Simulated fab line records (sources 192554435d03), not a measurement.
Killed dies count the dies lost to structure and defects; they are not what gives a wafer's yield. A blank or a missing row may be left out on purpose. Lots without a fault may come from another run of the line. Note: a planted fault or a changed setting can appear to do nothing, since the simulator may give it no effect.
A lot that was struck, set against a sound lot	flow n5Finfet	22 steps out of a route of 1938
Sound: the wafers L511.1, L511.3, L511.4. Struck: wafers L498.3, L498.4, L498.6. Last of all comes the cause.
Order at every step that has rows: each side's tool, ch and its chambers, its first start. Under that, the readings that differ: sound wafers	struck wafers	difference of the means	sigmas: that difference in standard deviations of wafers without a fault.
alike: words and numbers the same on both sides, and readings whose means are apart by under 2 such deviations; not compared: readings that were withheld, readings missing a value for some wafer, numbers with overlapping values and no deviation given by the record, and bounds like >300 which may hide the same value.
The two part at a step that has a row with sigmas, a row that says differs or no value, or rows on one side only. When numbers do not overlap yet have no deviation, they are printed without sigmas and do not part them. A reading missing from all wafers of one side parts the sides only when that side holds two or more wafers.

N5_STI_FIN_REVEAL_THK_MEAS_05:
  struck on filmMetro-02, day 3 03:28; sound on filmMetro-02, day 6 10:39
  alike: thkNm
N5_STI_FIN_REVEAL_DENSIFY_30:
  sound on rtpAnneal-02 ch 0, day 6 10:45; struck on rtpAnneal-01 ch 0, day 3 03:34
  alike: lampPowerPct, lamp_zone_2_pct
  not compared: wafer_temp_C_max
N5_STI_FIN_REVEAL_ETCHBACK_08: etches SiO2 in C4F6/O2, target depth 30.5 nm, time 10.167 s.
  sound on rieDiel-05 ch 1,3, day 6 10:58; struck on rieDiel-01 ch 0,2, day 3 03:44
  alike: O2_flow_sccm, drypumpMotorCurrentA, oesProductAu, rfVppV, showerheadPlenumPTorr, throttleValvePct
  not compared: rfHoursCounterH
N5_STI_FIN_REVEAL_STRIP_24: strips in N2/H2, time 90 s.
  sound on rieDiel-05 ch 1,3, day 6 11:00; struck on rieDiel-01 ch 0,2, day 3 03:47
  alike: drypumpMotorCurrentA, oesProductAu, rfVppV, showerheadPlenumPTorr, throttleValvePct
  not compared: rfHoursCounterH
then, 4 steps without rows for these wafers: N5_STI_FIN_REVEAL_PRECLEAN_25 (cleans in SPM, time 90 s); N5_STI_FIN_REVEAL_PRECLEAN_26 (cleans in SC1, time 45 s); N5_STI_FIN_REVEAL_PRECLEAN_29 (cleans in DHF, time 30 s); N5_STI_FIN_REVEAL_SRD_12 (time 30 s).
N5_STI_FIN_REVEAL_RECESS_09: chemistry HF/NH3, target SiO2, afs cycles 11, target depth 42.5 nm, sublimation time 60 s.
  sound on vaporEtch-01 ch 0,1, day 6 11:13; struck on vaporEtch-01 ch 0,1, day 3 04:31
  alike: drypumpMotorCurrentA, forelinePTorr
then, 3 steps without rows for these wafers: N5_STI_FIN_REVEAL_STRIP_16 (strips SiNx in H3PO4, target depth 23.8 nm); N5_STI_FIN_REVEAL_PRECLEAN_17 (cleans in NF3:NH3, afs cycles 1, time 20 s, sublimation time 60 s); N5_STI_FIN_REVEAL_ETCH_34 (etches Si in H2, material Si, target depth 0.97 nm).
N5_STI_FIN_REVEAL_OXIDATION_31: chemistry O2 PLASMA REMOTE, time 20 s.
  sound on plasmaAsher-01 ch 0,1, day 6 13:22; struck on plasmaAsher-01 ch 0,1, day 3 06:10
  no value came back on the struck wafers for chamberPressureMTorr (mTorr), drypumpMotorCurrentA (A), heaterPowerW (W), o2FlowSccm (sccm); on the sound wafers chamberPressureMTorr (mTorr) reads 1001.9 999.8 999.5
reading	sound	struck	difference	sigmas
model.Si_of_PMOS_HMC_CHANNEL_EPI_EPI_26.thkNm (nm)	3 3 3	3.383 3.342 3.367	+0.364	
  not compared: rfHoursCounterH
then, 3 steps without rows for these wafers: N5_STI_FIN_REVEAL_PRECLEAN_32 (cleans in NF3:NH3, afs cycles 1, time 20 s, sublimation time 60 s); N5_STI_FIN_REVEAL_STRIP_35 (strips Si3N4 in H3PO4, target depth 4 nm, time 39 s); N5_STI_FIN_REVEAL_SRD_21 (time 30 s).
N5_STI_FIN_REVEAL_OXIDATION_33: chemistry O2 PLASMA REMOTE, time 20 s.
  sound on plasmaAsher-01 ch 0,1, day 6 13:43; struck on plasmaAsher-01 ch 0,1, day 3 06:31
  alike: chamberPressureMTorr, drypumpMotorCurrentA, heaterPowerW, o2FlowSccm
  not compared: rfHoursCounterH
N5_STI_FIN_REVEAL_CLEAN_19: cleans in O3/DIW, time 120 s.
  sound on wetBench-04 ch 0,3,5, day 6 13:49; struck on wetBench-06 ch 1,4,6, day 3 06:35
reading	sound	struck	difference	sigmas
model.Si_of_PMOS_HMC_CHANNEL_EPI_EPI_26.thkNm (nm)	2.4 2.4 2.4	2.8 2.8 2.8	+0.4	
then, 1 step without rows for these wafers: N5_STI_FIN_REVEAL_SRD_23 (time 30 s).
N5_STI_FIN_REVEAL_CD_MEAS_22: target cd 6.238 nm, pitch 28 nm.
  struck on cdSem-02, day 3 06:40; sound on cdSem-02, day 6 13:53
reading	sound	struck	difference	sigmas
cdNm (nm)	6.3 6.8 6.2	7.1 7.3 7.6	+0.9	+3
N5_STI_FIN_REVEAL_FIN_H_MEAS_10:
  struck on ocd-01, day 3 06:41; sound on ocd-02, day 6 13:55
  alike: trenchDepthNm
-- record jumps: 9 days separate the struck wafers' starts on either side; left off in module STI_FIN_REVEAL, taken up again in module PASSIVATION, whose first shown step is the route's number 1936 --
N5_PASSIVATION_PROBE_49:
  record: rows for the struck wafers here (prober-01, day 12 04:50), none for the sound ones

WHERE THEY PART
First at N5_STI_FIN_REVEAL_OXIDATION_31; last, within this record, at N5_PASSIVATION_PROBE_49.

WHY: what had been put in by the simulator
Whole step skipped at N5_STI_FIN_REVEAL_OXIDATION_31 on plasmaAsher-01, starting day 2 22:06. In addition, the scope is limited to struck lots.
